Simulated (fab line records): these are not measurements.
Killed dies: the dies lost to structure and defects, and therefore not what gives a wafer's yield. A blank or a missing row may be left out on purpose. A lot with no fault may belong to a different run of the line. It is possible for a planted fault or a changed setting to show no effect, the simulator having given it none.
fab line records | flow n5-finfet
record lots=7 | wafers=21
route steps=1938 shown BEOL_M0_SAQP@663 BEOL_M0@748 BEOL_M1@751 BEOL_M2@841 BEOL_M3@980 BEOL_M4@1026
start-h: hours from the record's opening day to when the first of the lot's shown wafers began | wait-h: time in hours since the lot's previous step | " the same as in the row above | L1.1+2: one row covering several wafers at once | - no value, or no start given | * or withheld: withheld | < > ~ a bound
route shown NAME@n: NAME is a module with steps in the file, n the number in the route of the first one | usual: average and standard deviation across the fault-free wafers | same: alike in all rows | chamber/n: place in a boat | sites: each site's reading | _std_site: the values' standard deviation | _edge_site: the outer-site mean with the inner-site mean subtracted | radius-mm: for every site, how far away it sits from the centre of the wafer | mask NAME#n: copy n | behind: the last tool/chamber to shape the wafer | hold: the reason the lot was held/the length of the hold in hours/how it ended | device: which transistor (n, p or np) failed to switch | end of line: tests run on the same wafers once the route is complete | for a step that has no rows: nothing shown but its recipe | killed: count of dies lost to structure and defects at first sort (not the wafer's yield) | map: a wafer's dies, x killed, . not, _ none there
set.NAME: the setting that was run; set.NAME@STEP: the one run at that earlier step | model.NAME: the simulator's own value behind a step, which no gauge read
lots run with intentionally changed settings; tables by step, rows by wafer
## steps
# step N5_BEOL_M0_SAQP_SPACER1_ALD_98
# recipe material=SiO2 | target-thk-a=128 | temp-c=300 | ald-precursor-family=BDEAS | ald-co-reactant=O2-plasma | pulse-time-s=1 | purge-time-s=2 | co-reactant-purge-time-s=2 | ald-cycles=138 | pressure-torr=2
lot.wafer  | tool       | chamber | start-h | wait-h | set.ald-cycles | model.SiO2_of_BEOL_M0_SAQP_SPACER1_ALD_98.thk-nm
L075.1     | ald-sin-01 | 3       | 115.77  | 0.9    | 138            | 13
L075.2     | "          | 0       | "       | "      | 153            | 14.4
L075.3     | "          | 2       | "       | "      | 138            | 12.8
L077.1     | ald-sin-02 | 3       | 128.55  | 0.4    | 138            | 12.8
L077.2+5   | "          | 0,3     | "       | "      | 145            | 13.4
L085.1+4   | ald-sin-02 | 1,3     | 180.80  | 0.9    | 138            | 12.8
L085.3     | "          | 0       | "       | "      | 158            | 14.8
L088.2     | ald-sin-02 | 1       | 198.58  | 0.3    | 138            | 12.8
L088.3+6   | "          | 3,0     | "       | "      | 123            | 11.4
L091.2+3+6 | ald-sin-01 | 1,2,0   | 215.72  | 0.5    | 138            | 12.8
L092.1+3   | ald-sin-02 | 2,1     | 220.06  | 1.7    | 150            | 13.8
L092.4     | "          | 0       | "       | "      | 138            | 12.8
L097.2+5+6 | ald-sin-02 | 0,1,2   | 246.30  | 0.3    | 138            | 12.8
# step N5_BEOL_M0_SAQP_SPACER1_ETCHBACK_99
# recipe chemistry=CHF3/O2 | mode=anisotropic-etchback | target=SiO2 | target-depth-a=154 | time-s=7.7 | pressure-mtorr=30 | source-w=650 | bias-w=170 | Ar_flow_sccm=200 | CHF3_flow_sccm=50 | O2_flow_sccm=5 | ion-energy-ev=200
# step N5_BEOL_M0_SAQP_MANDREL1_REMOVE_100
# recipe chemistry=HBr/Cl2/O2 | bt-time-s=10 | target=a-Si | stop-on=SiNx | endpoint=OES-SiCl | over-etch-frac=0.85 | icp-w=600 | bias-w=30 | HBr_flow_sccm=150 | Cl2_flow_sccm=80 | O2_flow_sccm=5 | pressure-mtorr=10
lot.wafer  | tool      | chamber | start-h | wait-h | set.ald-cycles@BEOL_M0_SAQP_SPACER1_ALD_98 | model.BEOL_M0_SAQP.cd-nm | model.SiO2_of_BEOL_M0_SAQP_SPACER1_ALD_98.thk-nm
L075.1+3   | rie-si-03 | 3,2     | 116.33  | 0.1    | 138                                        | 12.8                     | 7.6
L075.2     | "         | 1       | "       | "      | 153                                        | 14.2                     | 9
L077.1     | rie-si-03 | 2       | 129.12  | 0.1    | 138                                        | 13                       | 7.4
L077.2     | "         | 1       | "       | "      | 145                                        | 13.6                     | 8
L077.5     | "         | 1       | "       | "      | 145                                        | 13.4                     | 8
L085.1+4   | rie-si-04 | 1,0     | 181.36  | 0.1    | 138                                        | 12.8                     | 7.6
L085.3     | "         | 3       | "       | "      | 158                                        | 14.8                     | 9.4
L088.2     | rie-si-04 | 1       | 199.14  | 0.1    | 138                                        | 12.8                     | 7.4
L088.3+6   | "         | 2,3     | "       | "      | 123                                        | 11.4                     | 6
L091.2+3   | rie-si-01 | 2,1     | 216.34  | 0.1    | 138                                        | 12.8                     | 7.4
L091.6     | "         | 2       | "       | "      | 138                                        | 12.6                     | 7.4
L092.1+3   | rie-si-01 | 1,0     | 220.63  | 0.1    | 150                                        | 13.8                     | 8.4
L092.4     | "         | 1       | "       | "      | 138                                        | 12.8                     | 7.4
L097.2+5+6 | rie-si-03 | 2,3,2   | 246.87  | 0.1    | 138                                        | 12.8                     | 7.4
# step N5_BEOL_M0_SAQP_CD_MEAS_25
# recipe target-cd-nm=13.1 | landing-energy-ev=1000 | detector=se-inlens
# usual cd-nm=12.77/0.22
lot.wafer | tool      | chamber | start-h | wait-h | set.ald-cycles@BEOL_M0_SAQP_SPACER1_ALD_98 | cd-nm
L075.1    | cd-sem-01 | 0       | 116.44  | 0.1    | 138                                        | 12.69
L075.2    | "         | 0       | "       | "      | 153                                        | 14.00
L075.3    | "         | 0       | "       | "      | 138                                        | 12.67
L077.1    | cd-sem-03 | 0       | 129.23  | 0.1    | 138                                        | 13.35
L077.2    | "         | 0       | "       | "      | 145                                        | 13.61
L077.5    | "         | 0       | "       | "      | 145                                        | 13.60
L085.1    | cd-sem-01 | 0       | 181.47  | 0.1    | 138                                        | 13.09
L085.3    | "         | 0       | "       | "      | 158                                        | 14.54
L085.4    | "         | 0       | "       | "      | 138                                        | 12.73
L088.2    | cd-sem-01 | 0       | 199.25  | 0.1    | 138                                        | 12.59
L088.3    | "         | 0       | "       | "      | 123                                        | 11.30
L088.6    | "         | 0       | "       | "      | 123                                        | 11.22
L091.2    | cd-sem-02 | 0       | 216.45  | 0.1    | 138                                        | 12.59
L091.3    | "         | 0       | "       | "      | 138                                        | 12.51
L091.6    | "         | 0       | "       | "      | 138                                        | 12.96
L092.1    | cd-sem-01 | 0       | 220.74  | 0.1    | 150                                        | 13.61
L092.3    | "         | 0       | "       | "      | 150                                        | 13.92
L092.4    | "         | 0       | "       | "      | 138                                        | 12.74
L097.2    | cd-sem-03 | 0       | 246.98  | 0.1    | 138                                        | 13.07
L097.5    | "         | 0       | "       | "      | 138                                        | 12.62
L097.6    | "         | 0       | "       | "      | 138                                        | 12.64
# step N5_BEOL_M0_SAQP_ETCH_107
# recipe chemistry=CH3F/O2 | target=SiNx | target-depth-a=300 | mask-material=SOC | pressure-mtorr=30 | source-w=395 | bias-w=73 | Ar_flow_sccm=150 | CH3F_flow_sccm=30 | O2_flow_sccm=20 | ion-energy-ev=120
# usual rf-vpp-V=296/3.6
lot.wafer | tool        | chamber | start-h | wait-h | set.bias-w | rf-vpp-V | model.BEOL_M0_SAQP.feature-depth-nm
L075.1    | rie-diel-02 | 3       | 117.53  | 0.0    | 73         | 299      | 30.2
L075.2    | "           | 2       | "       | "      | 73         | 295      | 29.8
L075.3    | "           | 1       | "       | "      | 85.89      | 335      | 31.8
L077.1    | rie-diel-06 | 0       | 130.00  | 0.0    | 73         | 304      | 29.4
L077.2    | "           | 1       | "       | "      | 76.41      | 303      | 30.4
L077.5    | "           | 0       | "       | "      | 76.41      | 314      | 30
L085.1    | rie-diel-01 | 0       | 182.43  | 0.0    | 73         | 294      | 30.6
L085.3    | "           | 3       | "       | "      | 68.06      | 279      | 29.6
L085.4    | "           | 2       | "       | "      | 68.06      | 280      | 29.4
L088.2    | rie-diel-02 | 2       | 200.11  | 0.0    | 84.58      | 333      | 31.6
L088.3    | "           | 1       | "       | "      | 84.58      | 330      | 31.6
L088.6    | "           | 1       | "       | "      | 73         | 295      | 30.2
L091.2    | rie-diel-06 | 0       | 217.51  | 0.0    | 73         | 302      | 29
L091.3    | "           | 2       | "       | "      | 73         | 290      | 29.6
L091.6    | "           | 1       | "       | "      | 73         | 291      | 29.4
L092.1    | rie-diel-02 | 1       | 221.50  | 0.0    | 73         | 294      | 30.4
L092.3    | "           | 2       | "       | "      | 68.76      | 281      | 29.4
L092.4    | "           | 3       | "       | "      | 68.76      | 285      | 29.8
L097.2    | rie-diel-02 | 2       | 247.74  | 0.0    | 85.49      | 336      | 31.6
L097.5    | "           | 0       | "       | "      | 73         | 300      | 30.2
L097.6    | "           | 1       | "       | "      | 73         | 293      | 30
# step N5_BEOL_M0_DEP_125
# recipe material=SiCN | target-thk-a=80 | temp-c=withheld | precursor=3MS/NH3 | pressure-torr=3 | rf-w=202 | time-s=14
lot.wafer | tool     | chamber | start-h | wait-h | set.time-s | model.SiCN_of_BEOL_M0_DEP_125.thk-nm
L075.1    | pecvd-02 | 0       | 125.08  | 0.0    | 12.66      | 7
L075.2    | "        | 2       | "       | "      | 12.66      | 7.2
L075.3    | "        | 1       | "       | "      | 14         | 7.6
L077.1+5  | pecvd-02 | 2       | 138.39  | 0.0    | 12.47      | 7.2
L077.2    | "        | 1       | "       | "      | 14         | 8
L085.1+4  | pecvd-03 | 0       | 189.86  | 0.0    | 14         | 8
L085.3    | "        | 1       | "       | "      | 14         | 7.8
L088.2    | pecvd-02 | 1       | 210.08  | 0.0    | 14         | 8
L088.3+6  | "        | 1,2     | "       | "      | 15.5       | 8.8
L091.2+6  | pecvd-02 | 1,2     | 228.34  | 0.0    | 14         | 8
L091.3    | "        | 2       | "       | "      | 14         | 8.2
L092.1+4  | pecvd-04 | 2       | 231.29  | 0.0    | 15.39      | 8.8
L092.3    | "        | 0       | "       | "      | 14         | 7.8
L097.2    | pecvd-03 | 1       | 256.99  | 0.0    | 14         | 7.6
L097.5+6  | "        | 0,1     | "       | "      | 14         | 8
# step N5_BEOL_M1_ILD_DEP_00
# recipe material=SiOC | target-thk-a=790 | temp-c=350 | precursor=DEMS/O2 | pressure-torr=5 | rf-w=500 | time-s=15.3
lot.wafer | tool     | chamber | start-h | wait-h | set.time-s | model.SiOC_of_BEOL_M1_ILD_DEP_00.thk-nm
L075.1    | pecvd-01 | 1       | 125.21  | 0.0    | 15.3       | 78.6
L075.2    | "        | 2       | "       | "      | 17.11      | 87.8
L075.3    | "        | 0       | "       | "      | 17.11      | 88.4
L077.1    | pecvd-01 | 2       | 138.52  | 0.0    | 15.3       | 78.4
L077.2    | "        | 0       | "       | "      | 15.3       | 77.6
L077.5    | "        | 0       | "       | "      | 15.3       | 79.8
L085.1    | pecvd-01 | 0       | 189.99  | 0.0    | 15.3       | 77.6
L085.3    | "        | 1       | "       | "      | 15.3       | 78
L085.4    | "        | 0       | "       | "      | 15.3       | 79.6
L088.2    | pecvd-04 | 1       | 210.23  | 0.0    | 15.3       | 78.6
L088.3    | "        | 0       | "       | "      | 15.3       | 78.4
L088.6    | "        | 2       | "       | "      | 14.11      | 74.2
L091.2    | pecvd-03 | 0       | 228.47  | 0.0    | 15.3       | 78.6
L091.3    | "        | 1       | "       | "      | 15.3       | 79.6
L091.6    | "        | 1       | "       | "      | 15.3       | 79
L092.1    | pecvd-01 | 1       | 231.42  | 0.0    | 14.26      | 73.2
L092.3    | "        | 2       | "       | "      | 15.3       | 77.8
L092.4    | "        | 2       | "       | "      | 15.3       | 79.6
L097.2    | pecvd-03 | 2       | 257.12  | 0.0    | 15.3       | 78.2
L097.5    | "        | 2       | "       | "      | 15.3       | 79.2
L097.6    | "        | 1       | "       | "      | 13.94      | 71
# step N5_BEOL_M1_THK_MEAS_01
# recipe reads=SiOC_of_BEOL_M1_ILD_DEP_00
# usual M1_ILD_THK=79.0/1
lot.wafer | tool          | chamber | start-h | wait-h | set.time-s@BEOL_M1_ILD_DEP_00 | M1_ILD_THK[nm]
L075.1    | film-metro-02 | -       | 125.28  | 0.0    | 15.3                          | 78.6
L075.2    | "             | -       | "       | "      | 17.11                         | 87.7
L075.3    | "             | -       | "       | "      | 17.11                         | 88.4
L077.1    | film-metro-01 | -       | 138.59  | 0.0    | 15.3                          | 78.4
L077.2    | "             | -       | "       | "      | 15.3                          | 77.6
L077.5    | "             | -       | "       | "      | 15.3                          | 79.7
L085.1    | film-metro-02 | -       | 190.06  | 0.0    | 15.3                          | 77.5
L085.3    | "             | -       | "       | "      | 15.3                          | 78.0
L085.4    | "             | -       | "       | "      | 15.3                          | 79.6
L088.2    | film-metro-01 | -       | 210.30  | 0.1    | 15.3                          | 78.6
L088.3    | "             | -       | "       | "      | 15.3                          | 78.4
L088.6    | "             | -       | "       | "      | 14.11                         | 74.2
L091.2    | film-metro-02 | -       | 228.57  | 0.1    | 15.3                          | 78.7
L091.3    | "             | -       | "       | "      | 15.3                          | 79.7
L091.6    | "             | -       | "       | "      | 15.3                          | 79.0
L092.1    | film-metro-01 | -       | 231.49  | 0.0    | 14.26                         | 73.3
L092.3    | "             | -       | "       | "      | 15.3                          | 77.8
L092.4    | "             | -       | "       | "      | 15.3                          | 79.6
L097.2    | film-metro-02 | -       | 257.19  | 0.1    | 15.3                          | 78.2
L097.5    | "             | -       | "       | "      | 15.3                          | 79.2
L097.6    | "             | -       | "       | "      | 13.94                         | 71.1
# step N5_BEOL_M1_SPUTTER_79
# recipe material=Cu | target-thk-a=45 | temp-c=-20 | chamber-pressure-pa=0.07 | power-w=withheld | time-s=8.29
lot.wafer  | tool           | chamber | start-h | wait-h | set.time-s | model.Cu_of_BEOL_M1_SPUTTER_79.thk-nm
L075.1+3   | pvd-sputter-01 | -       | 132.24  | 0.1    | 8.29       | 4.6
L075.2     | "              | -       | "       | "      | 7.193      | 3.8
L077.1     | pvd-sputter-02 | -       | 146.61  | 0.1    | 8.29       | 4.6
L077.2     | "              | -       | "       | "      | 7.787      | 4.2
L077.5     | "              | -       | "       | "      | 8.29       | 4.4
L085.1+3+4 | pvd-sputter-02 | -       | 199.97  | 0.1    | 8.29       | 4.4
L088.2+6   | pvd-sputter-01 | -       | 226.85  | 0.1    | 8.29       | 4.4
L088.3     | "              | -       | "       | "      | 8.29       | 4.2
L091.2+3+6 | pvd-sputter-03 | -       | 233.29  | 0.1    | 8.29       | 4.6
L092.1+3   | pvd-sputter-01 | -       | 235.86  | 0.1    | 8.29       | 4.6
L092.4     | "              | -       | "       | "      | 8.29       | 4.4
L097.2+6   | pvd-sputter-02 | -       | 268.43  | 0.1    | 8.29       | 4.6
L097.5     | "              | -       | "       | "      | 8.29       | 4.4
# step N5_BEOL_M2_ILD_DEP_00
# recipe material=SiOC | target-thk-a=790 | temp-c=350 | precursor=DEMS/O2 | pressure-torr=5 | rf-w=500 | time-s=15.3
lot.wafer | tool     | chamber | start-h | wait-h | set.time-s | model.SiOC_of_BEOL_M2_ILD_DEP_00.thk-nm
L075.1    | pecvd-02 | 2       | 134.89  | 0.0    | 13.51      | 69.6
L075.2    | "        | 0       | "       | "      | 13.51      | 69.8
L075.3    | "        | 1       | "       | "      | 15.3       | 78
L077.1    | pecvd-03 | 0       | 149.56  | 0.0    | 15.3       | 80.4
L077.2    | "        | 1       | "       | "      | 15.3       | 78.8
L077.5    | "        | 0       | "       | "      | 15.3       | 80.2
L085.1    | pecvd-02 | 1       | 202.67  | 0.0    | 15.3       | 78.4
L085.3    | "        | 2       | "       | "      | 15.3       | 79
L085.4    | "        | 0       | "       | "      | 15.3       | 80.8
L088.2    | pecvd-02 | 1       | 229.50  | 0.0    | 15.3       | 77.6
L088.3    | "        | 2       | "       | "      | 15.3       | 78.6
L088.6    | "        | 1       | "       | "      | 15.3       | 79.2
L091.2+3  | pecvd-03 | 1,0     | 235.94  | 0.0    | 15.3       | 78.6
L091.6    | "        | 1       | "       | "      | 15.3       | 79
L092.1    | pecvd-03 | 0       | 238.64  | 0.0    | 15.3       | 79.4
L092.3    | "        | 1       | "       | "      | 13.85      | 71.2
L092.4    | "        | 2       | "       | "      | 13.85      | 72.6
L097.2    | pecvd-01 | 2       | 271.15  | 0.0    | 17.02      | 86.2
L097.5    | "        | 1       | "       | "      | 17.02      | 88.6
L097.6    | "        | 2       | "       | "      | 17.02      | 88
# step N5_BEOL_M2_THK_MEAS_01
# recipe reads=SiOC_of_BEOL_M2_ILD_DEP_00
# usual M2_ILD_THK=78.9/0.85
lot.wafer | tool          | chamber | start-h | wait-h | set.time-s@BEOL_M2_ILD_DEP_00 | M2_ILD_THK[nm]
L075.1    | film-metro-02 | -       | 134.96  | 0.0    | 13.51                         | 69.6
L075.2    | "             | -       | "       | "      | 13.51                         | 69.8
L075.3    | "             | -       | "       | "      | 15.3                          | 77.9
L077.1    | film-metro-02 | -       | 149.83  | 0.3    | 15.3                          | 80.4
L077.2    | "             | -       | "       | "      | 15.3                          | 78.8
L077.5    | "             | -       | "       | "      | 15.3                          | 80.1
L085.1    | film-metro-01 | -       | 202.74  | 0.0    | 15.3                          | 78.5
L085.3    | "             | -       | "       | "      | 15.3                          | 78.9
L085.4    | "             | -       | "       | "      | 15.3                          | 80.8
L088.2    | film-metro-01 | -       | 229.57  | 0.1    | 15.3                          | 77.5
L088.3    | "             | -       | "       | "      | 15.3                          | 78.7
L088.6    | "             | -       | "       | "      | 15.3                          | 79.2
L091.2    | film-metro-02 | -       | 236.01  | 0.1    | 15.3                          | 78.5
L091.3    | "             | -       | "       | "      | 15.3                          | 78.6
L091.6    | "             | -       | "       | "      | 15.3                          | 79.0
L092.1    | film-metro-01 | -       | 238.71  | 0.0    | 15.3                          | 79.4
L092.3    | "             | -       | "       | "      | 13.85                         | 71.1
L092.4    | "             | -       | "       | "      | 13.85                         | 72.6
L097.2    | film-metro-01 | -       | 271.22  | 0.1    | 17.02                         | 86.3
L097.5    | "             | -       | "       | "      | 17.02                         | 88.6
L097.6    | "             | -       | "       | "      | 17.02                         | 88.0
# step N5_BEOL_M3_TRENCH_ETCH_37
# recipe chemistry=C4F6/O2 | target-depth-a=555.55 | target=SiOC | time-s=29.2 | ion-energy-ev=250 | pressure-mtorr=30 | source-w=355 | bias-w=185 | Ar_flow_sccm=300 | C4F6_flow_sccm=10 | O2_flow_sccm=10
# usual rf-vpp-V=663/7.6
lot.wafer | tool        | chamber | start-h | wait-h | set.bias-w | rf-vpp-V
L075.1    | rie-diel-01 | 3       | -       | -      | 185        | 662
L075.2    | "           | 0       | "       | "      | 185        | 659
L075.3    | "           | 1       | "       | "      | 185        | 664
L077.1    | rie-diel-01 | 2       | -       | -      | 185        | 666
L077.2    | "           | 0       | "       | "      | 185        | 658
L077.5    | "           | 1       | "       | "      | 185        | 666
L085.1    | rie-diel-01 | 3       | -       | -      | 185        | 662
L085.3    | "           | 0       | "       | "      | 185        | 659
L085.4    | "           | 2       | "       | "      | 185        | 665
L088.2    | rie-diel-01 | 0       | -       | -      | 185        | 657
L088.3    | "           | 2       | "       | "      | 185        | 666
L088.6    | "           | 0       | "       | "      | 185        | 658
L091.2    | rie-diel-06 | 1       | -       | -      | 185        | 651
L091.3    | "           | 0       | "       | "      | 185        | 678
L091.6    | "           | 1       | "       | "      | 185        | 653
L092.1    | rie-diel-01 | 0       | -       | -      | 185        | 659
L092.3    | "           | 3       | "       | "      | 206.5      | 729
L092.4    | "           | 2       | "       | "      | 206.5      | 725
L097.2    | rie-diel-01 | 0       | -       | -      | 185        | 656
L097.5    | "           | 0       | "       | "      | 185        | 659
L097.6    | "           | 2       | "       | "      | 215.6      | 749
# step N5_BEOL_M3_ETCH_41
# recipe chemistry=CH3F/O2 | target=SiCN | target-depth-a=299 | taper-deg=2 | time-s=52.5 | ion-energy-ev=120 | mask-material=TiN | pressure-mtorr=30 | source-w=395 | bias-w=75 | Ar_flow_sccm=150 | CH3F_flow_sccm=30 | O2_flow_sccm=20
lot.wafer | tool        | chamber | start-h | wait-h | set.target-depth-a | model.etch.depth-nm
L075.1    | rie-diel-01 | 3       | -       | -      | 323.4              | 21.52
L075.2    | "           | 0       | "       | "      | 299                | 19.89
L075.3    | "           | 1       | "       | "      | 323.4              | 21.15
L077.1    | rie-diel-01 | 2       | -       | -      | 274.5              | 18.21
L077.2    | "           | 0       | "       | "      | 274.5              | 18.58
L077.5    | "           | 1       | "       | "      | 299                | 19.85
L085.1    | rie-diel-01 | 3       | -       | -      | 299                | 19.74
L085.3    | "           | 0       | "       | "      | 312.3              | 20.81
L085.4    | "           | 2       | "       | "      | 312.3              | 20.52
L088.2    | rie-diel-01 | 0       | -       | -      | 279.6              | 18.59
L088.3    | "           | 2       | "       | "      | 299                | 19.48
L088.6    | "           | 0       | "       | "      | 299                | 20.02
L091.2    | rie-diel-06 | 1       | -       | -      | 299                | 19.64
L091.3    | "           | 0       | "       | "      | 299                | 19.36
L091.6    | "           | 1       | "       | "      | 299                | 19.44
L092.1    | rie-diel-01 | 0       | -       | -      | 316                | 20.98
L092.3    | "           | 3       | "       | "      | 299                | 20.43
L092.4    | "           | 2       | "       | "      | 299                | 19.73
L097.2    | rie-diel-01 | 0       | -       | -      | 299                | 19.86
L097.5    | "           | 0       | "       | "      | 299                | 19.83
L097.6    | "           | 2       | "       | "      | 299                | 19.32
# step N5_BEOL_M3_STRIP_97
# recipe chemistry=N2/H2 | time-s=10 | power-w=450 | temp-c=40 | pressure-mtorr=20 | rf-frequency-hz=6e+07 | bias-power-w=7 | n2-flow-sccm=200 | h2-flow-sccm=200
# step N5_BEOL_M3_OCD_MEAS_38
# usual trench-depth-nm=55.3/0.61
lot.wafer | tool   | chamber | start-h | wait-h | set.bias-w@BEOL_M3_TRENCH_ETCH_37 | trench-depth-nm
L075.1    | ocd-02 | -       | 151.93  | -      | 185                               | 55.8
L075.2    | "      | -       | "       | "      | 185                               | 55.4
L075.3    | "      | -       | "       | "      | 185                               | 54.7
L077.1    | ocd-02 | -       | 167.51  | -      | 185                               | 55.3
L077.2    | "      | -       | "       | "      | 185                               | 55.9
L077.5    | "      | -       | "       | "      | 185                               | 55.3
L085.1    | ocd-01 | -       | 231.65  | -      | 185                               | 55.3
L085.3    | "      | -       | "       | "      | 185                               | 55.3
L085.4    | "      | -       | "       | "      | 185                               | 55.2
L088.2    | ocd-01 | -       | 244.02  | -      | 185                               | 55.6
L088.3    | "      | -       | "       | "      | 185                               | 55.2
L088.6    | "      | -       | "       | "      | 185                               | 55.3
L091.2    | ocd-01 | -       | 260.22  | -      | 185                               | 55.7
L091.3    | "      | -       | "       | "      | 185                               | 54.5
L091.6    | "      | -       | "       | "      | 185                               | 55.4
L092.1    | ocd-01 | -       | 263.49  | -      | 185                               | 54.9
L092.3    | "      | -       | "       | "      | 206.5                             | 58.5
L092.4    | "      | -       | "       | "      | 206.5                             | 57.2
L097.2    | ocd-01 | -       | 284.19  | -      | 185                               | 55.0
L097.5    | "      | -       | "       | "      | 185                               | 54.6
L097.6    | "      | -       | "       | "      | 215.6                             | 57.3
# step N5_BEOL_M4_COAT_62
# recipe resist=SiARC | temp-c=220 | time-s=60 | spin-rpm=1500 | resist-thk-nm=12
lot.wafer  | tool           | chamber | start-h | wait-h | set.spin-rpm | model.SiARC_of_BEOL_M4_COAT_62.thk-nm
L075.1+2   | litho-track-02 | 0       | -       | -      | 1500         | 12
L075.3     | "              | 0       | "       | "      | 1582         | 11.8
L077.1     | litho-track-05 | 0       | -       | -      | 1392         | 12.6
L077.2     | "              | 0       | "       | "      | 1500         | 12
L077.5     | "              | 0       | "       | "      | 1392         | 12.4
L085.1+3   | litho-track-05 | 0       | -       | -      | 1500         | 12
L085.4     | "              | 0       | "       | "      | 1629         | 11.6
L088.2+3+6 | litho-track-02 | 0       | -       | -      | 1500         | 12.2
L091.2+3+6 | litho-track-05 | 0       | -       | -      | 1500         | 12
L092.1+3+4 | litho-track-03 | 0       | -       | -      | 1452         | 12.2
L097.2+5   | litho-track-02 | 0       | -       | -      | 1500         | 12
L097.6     | "              | 0       | "       | "      | 1629         | 11.6
## key
split step=N5_BEOL_M0_SAQP_SPACER1_ALD_98 | setting=ald-cycles | stated=138 | by=wafer
response step=N5_BEOL_M0_SAQP_SPACER1_ALD_98 | reading=model.SiO2_of_BEOL_M0_SAQP_SPACER1_ALD_98.thk-nm | change=+0.132 | per=1% | r=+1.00
response step=N5_BEOL_M0_SAQP_MANDREL1_REMOVE_100 | reading=model.BEOL_M0_SAQP.cd-nm | change=+0.129 | per=1% | r=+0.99
response step=N5_BEOL_M0_SAQP_MANDREL1_REMOVE_100 | reading=model.SiO2_of_BEOL_M0_SAQP_SPACER1_ALD_98.thk-nm | change=+0.125 | per=1% | r=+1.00
response step=N5_BEOL_M0_SAQP_CD_MEAS_25 | reading=cd-nm | change=+0.114 | per=1% | r=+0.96
split step=N5_BEOL_M0_SAQP_ETCH_107 | setting=bias-w | stated=73 | by=wafer
response step=N5_BEOL_M0_SAQP_ETCH_107 | reading=rf-vpp-V | change=+2.2 | per=1% | r=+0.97
response step=N5_BEOL_M0_SAQP_ETCH_107 | reading=model.BEOL_M0_SAQP.feature-depth-nm | change=+0.0997 | per=1% | r=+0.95
split step=N5_BEOL_M0_DEP_125 | setting=time-s | stated=14 | by=wafer
response step=N5_BEOL_M0_DEP_125 | reading=model.SiCN_of_BEOL_M0_DEP_125.thk-nm | change=+0.0755 | per=1% | r=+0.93
split step=N5_BEOL_M1_ILD_DEP_00 | setting=time-s | stated=15.3 | by=wafer
response step=N5_BEOL_M1_ILD_DEP_00 | reading=model.SiOC_of_BEOL_M1_ILD_DEP_00.thk-nm | change=+0.773 | per=1% | r=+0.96
response step=N5_BEOL_M1_THK_MEAS_01 | reading=M1_ILD_THK | change=+0.767 | per=1% | r=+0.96
split step=N5_BEOL_M1_SPUTTER_79 | setting=time-s | stated=8.29 | by=wafer
response step=N5_BEOL_M1_SPUTTER_79 | reading=model.Cu_of_BEOL_M1_SPUTTER_79.thk-nm | change=+0.0585 | per=1% | r=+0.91
split step=N5_BEOL_M2_ILD_DEP_00 | setting=time-s | stated=15.3 | by=wafer
response step=N5_BEOL_M2_ILD_DEP_00 | reading=model.SiOC_of_BEOL_M2_ILD_DEP_00.thk-nm | change=+0.742 | per=1% | r=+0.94
response step=N5_BEOL_M2_THK_MEAS_01 | reading=M2_ILD_THK | change=+0.735 | per=1% | r=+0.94
split step=N5_BEOL_M3_TRENCH_ETCH_37 | setting=bias-w | stated=185 | by=wafer
response step=N5_BEOL_M3_TRENCH_ETCH_37 | reading=rf-vpp-V | change=+5.66 | per=1% | r=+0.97
response step=N5_BEOL_M3_OCD_MEAS_38 | reading=trench-depth-nm | change=+0.187 | per=1% | r=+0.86
split step=N5_BEOL_M3_ETCH_41 | setting=target-depth-a | stated=299 | by=wafer
response step=N5_BEOL_M3_ETCH_41 | reading=model.etch.depth-nm | change=+0.178 | per=1% | r=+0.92
split step=N5_BEOL_M4_COAT_62 | setting=spin-rpm | stated=1500 | by=wafer
response step=N5_BEOL_M4_COAT_62 | reading=model.SiARC_of_BEOL_M4_COAT_62.thk-nm | change=-0.0504 | per=1% | r=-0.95
